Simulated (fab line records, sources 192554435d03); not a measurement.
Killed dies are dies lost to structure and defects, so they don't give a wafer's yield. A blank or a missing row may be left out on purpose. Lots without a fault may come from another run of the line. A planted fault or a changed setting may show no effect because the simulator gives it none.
Split-lot experiment | flow n5_finfet | 7 lots, 21 wafers read, on a route of 1938 steps

THE SPLIT
At N5_BEOL_M8_ETCH_65 (etches SiARC in CF4, target depth 15.6 nm, time 26 s), the setting source_w was moved away from the recipe's 545 W on 8 of the 21 wafers read, by -12.6% to +12.7%. The other wafers ran this setting at the recipe's value.

The reading is taken at the split's own step.

THE READING
rf_vpp_V, in V, at N5_BEOL_M8_ETCH_65 (etches SiARC in CF4, target depth 15.6 nm, time 26 s). Fault-free wafers of this fab line usually give 184.0 V, standard deviation 1.2 V.

wafer  | tool, chamber at the split | source_w as run, W | against the recipe | rf_vpp_V, V | against lot-mates on the recipe
L075.3 | rie_diel-05, 2             | 545                | recipe             | 184.6       | -
L075.4 | rie_diel-05, 0             | 612.4              | +12.4%             | 177.1       | -7.5
L075.5 | rie_diel-05, 2             | 612.4              | +12.4%             | 177.7       | -6.9
L080.2 | rie_diel-05, 0             | 614.1              | +12.7%             | 176.4       | -7.8
L080.4 | rie_diel-05, 2             | 545                | recipe             | 184.2       | -
L080.5 | rie_diel-05, 3             | 614.1              | +12.7%             | 175.9       | -8.3
L082.1 | rie_diel-05, 3             | 545                | recipe             | 183.4       | -
L082.3 | rie_diel-05, 0             | 598                | +9.7%              | 178.7       | -4.7
L082.4 | rie_diel-05, 1             | 598                | +9.7%              | 177.8       | -5.6
L086.4 | rie_diel-06, 2             | 545                | recipe             | 185.2       | -
L086.5 | rie_diel-06, 1             | 545                | recipe             | 182.4       | -
L086.6 | rie_diel-06, 3             | 545                | recipe             | 184.5       | -
L096.3 | rie_diel-02, 2             | 476.2              | -12.6%             | 193.1       | +7.7
L096.4 | rie_diel-02, 1             | 545                | recipe             | 186.6       | -
L096.5 | rie_diel-02, 3             | 545                | recipe             | 184.3       | -
L092.2 | rie_diel-06, 0             | 545                | recipe             | 184.8       | -
L092.4 | rie_diel-06, 3             | 545                | recipe             | 184.0       | -
L092.5 | rie_diel-06, 0             | 545                | recipe             | 186.2       | -
L097.1 | rie_diel-05, 3             | 572.4              | +5.0%              | 179.8       | -4.0
L097.3 | rie_diel-05, 1             | 545                | recipe             | 184.2       | -
L097.5 | rie_diel-05, 1             | 545                | recipe             | 183.4       | -

THE FIT
A straight line over all 21 wafers: rf_vpp_V changes by -0.638 V for each +1% of source_w; r = -0.97; the points scatter about the line by 1 V.
The same after taking each lot's own level away (the mean of its wafers on the recipe; 21 wafers): -0.598 V for each +1%; r = -0.98; scatter 0.82 V.
On that fit, the largest move of source_w shifts the reading by 7.6 V.
The lots' own levels span 183.40 to 185.45 V, that is 1.7 times the standard deviation above.
So the lot-to-lot level changes the slope little: the two slopes agree.
Check: with one of the wafers moved furthest among these (+12.7%) left out of the fit, the line predicts -7.55 V for it against its lot-mates. It came out at -7.8 V against them.
Tool readings at the split's step, against how far the setting was moved: etch_rf_on_time_s r = -0.91; rf_vpp_V r = -0.97.

OTHER SPLITS ON THESE WAFERS
These wafers also went through other splits before the reading. Each is held against what the fit with the lots' levels taken away leaves over:
other split on the same wafers     | wafers away from the commonest value | r with rf_vpp_V (lot level and that fit taken away)
N5_BEOL_M5_ILD_DEP_00 time_s       | 7                                    | +0.08
N5_BEOL_M5_HM_DEP_02 target_thk_a  | 7                                    | -0.02
N5_BEOL_M5_SPUTTER_83 time_s       | 5                                    | +0.06
N5_BEOL_M7_COAT_64 spin_rpm        | 4                                    | +0.09
N5_BEOL_M7_EXPOSE_25 dose_mj       | 7                                    | -0.12
N5_BEOL_M7_TRENCH_ETCH_37 source_w | 5                                    | +0.48
N5_BEOL_M7_ETCH_41 source_w        | 13                                   | -0.04

THE WHOLE CHAIN: every reading that the file lists as answering this split, in the file's order
step               | what it does                                         | reading           | change (the file's fit)              | r (the file's)
N5_BEOL_M8_ETCH_65 | etches SiARC in CF4, target depth 15.6 nm, time 26 s | etch_rf_on_time_s | withheld for each +1% of the setting | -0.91
N5_BEOL_M8_ETCH_65 | etches SiARC in CF4, target depth 15.6 nm, time 26 s | rf_vpp_V          | -0.601 V for each +1% of the setting | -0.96

THE FILE'S OWN FIT
rf_vpp_V changes by -0.601 V for each +1% of source_w, r = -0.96.
